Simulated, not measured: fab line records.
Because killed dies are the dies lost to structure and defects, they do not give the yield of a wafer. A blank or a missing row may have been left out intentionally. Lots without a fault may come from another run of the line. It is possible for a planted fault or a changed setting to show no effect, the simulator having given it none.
Matching of chambers + flow nand harc + NHARC_A_BONDPAD_DESCUM_11 on rie diel-12: 4 sister chambers
The step chemistry O2, time 3 s. 18 wafers are shown with their chamber, then 9 later ones without.

== WAFERS WITH THEIR CHAMBER ==
| wafer  | chamber | throttle valve pct (%) | oes product au (a.u.) | rf vpp V (V) |
|--------|---------|------------------------|-----------------------|--------------|
| L779.1 | 0       | 11.325                 | 0.995                 | 58.4         |
| L779.4 | 2       | 11.313                 | 0.989                 | 57.1         |
| L779.6 | 3       | 11.316                 | 0.988                 | 57.5         |
| L782.1 | 1       | 11.290                 | 1.002                 | 58.3         |
| L782.3 | 3       | 11.313                 | 0.999                 | 58.7         |
| L782.6 | 2       | 11.316                 | 0.997                 | 57.7         |
| L784.2 | 2       | 11.309                 | 1.009                 | 58.4         |
| L784.4 | 1       | 11.323                 | 1.002                 | 57.5         |
| L784.6 | 0       | 11.305                 | 1.017                 | 58.0         |
| L795.1 | 0       | 11.313                 | 0.994                 | 58.9         |
| L795.4 | 3       | 11.318                 | 0.999                 | 57.4         |
| L795.6 | 2       | 11.322                 | 1.003                 | 58.9         |
| L796.1 | 0       | 11.295                 | 0.997                 | 57.1         |
| L796.3 | 1       | 11.299                 | 0.997                 | 56.9         |
| L796.6 | 1       | 11.307                 | 1.008                 | 59.2         |
| L797.1 | 0       | 11.307                 | 1.007                 | 58.4         |
| L797.4 | 3       | 11.300                 | 0.998                 | 57.9         |
| L797.6 | 0       | 11.306                 | 1.005                 | 58.4         |

SIGNATURES, as means of the wafers listed above
| reading            | chamber 0 | chamber 1 | chamber 2 | chamber 3 | scatter within a chamber |
|--------------------|-----------|-----------|-----------|-----------|--------------------------|
| throttle valve pct | 11.30850  | 11.30475  | 11.31500  | 11.31175  | 0.0099                   |
| oes product au     | 1.00250   | 1.00225   | 0.99950   | 0.99600   | 0.00737                  |
| rf vpp V           | 58.200    | 57.975    | 58.025    | 57.875    | 0.745                    |
Rule: a wafer's distance from a chamber is the root of the sum, over the readings, of the square of ((its reading less the chamber's mean) divided by the reading's scatter). If the next closest chamber is less than 2 further off than the closest, the wafer can't be placed; otherwise it belongs to the closest. The scatter: take each reading less its chamber's mean, square it, sum over the shown wafers, divide by the number of wafers less the number of chambers, and take the root.

== WAFERS WITH NO CHAMBER GIVEN ==
| wafer  | throttle valve pct (%) | oes product au (a.u.) | rf vpp V (V) |
|--------|------------------------|-----------------------|--------------|
| L798.2 | 11.327                 | 1.004                 | 58.8         |
| L798.3 | 11.320                 | 1.007                 | 59.0         |
| L798.6 | 11.311                 | 1.003                 | 58.0         |
| L802.1 | 11.308                 | 0.998                 | 57.7         |
| L802.4 | 11.335                 | 1.009                 | 58.4         |
| L802.6 | 11.306                 | 0.999                 | 57.8         |
| L801.1 | 11.318                 | 1.011                 | 58.6         |
| L801.2 | 11.315                 | 1.001                 | 56.8         |
| L801.4 | 11.323                 | 1.016                 | 57.8         |

== CHAMBER TAKEN BY EACH ==
| wafer  | from the rows above               | in truth |
|--------|-----------------------------------|----------|
| L798.2 | can't be placed: 2 or 0 or 3 or 1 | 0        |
| L798.3 | can't be placed: 0 or 2 or 1 or 3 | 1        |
| L798.6 | can't be placed: 0 or 2 or 1 or 3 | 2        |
| L802.1 | can't be placed: 3 or 1 or 2 or 0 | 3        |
| L802.4 | can't be placed: 2 or 0 or 3 or 1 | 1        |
| L802.6 | can't be placed: 1 or 3 or 0 or 2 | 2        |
| L801.1 | can't be placed: 0 or 2 or 1 or 3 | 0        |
| L801.2 | can't be placed: 3 or 2 or 1 or 0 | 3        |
| L801.4 | can't be placed: 2 or 0 or 1 or 3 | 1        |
Correct placement for 0 of the 9. Unplaceable from these rows: 9, with the true chamber sitting among the candidates in 9. Number placed wrongly: 0.
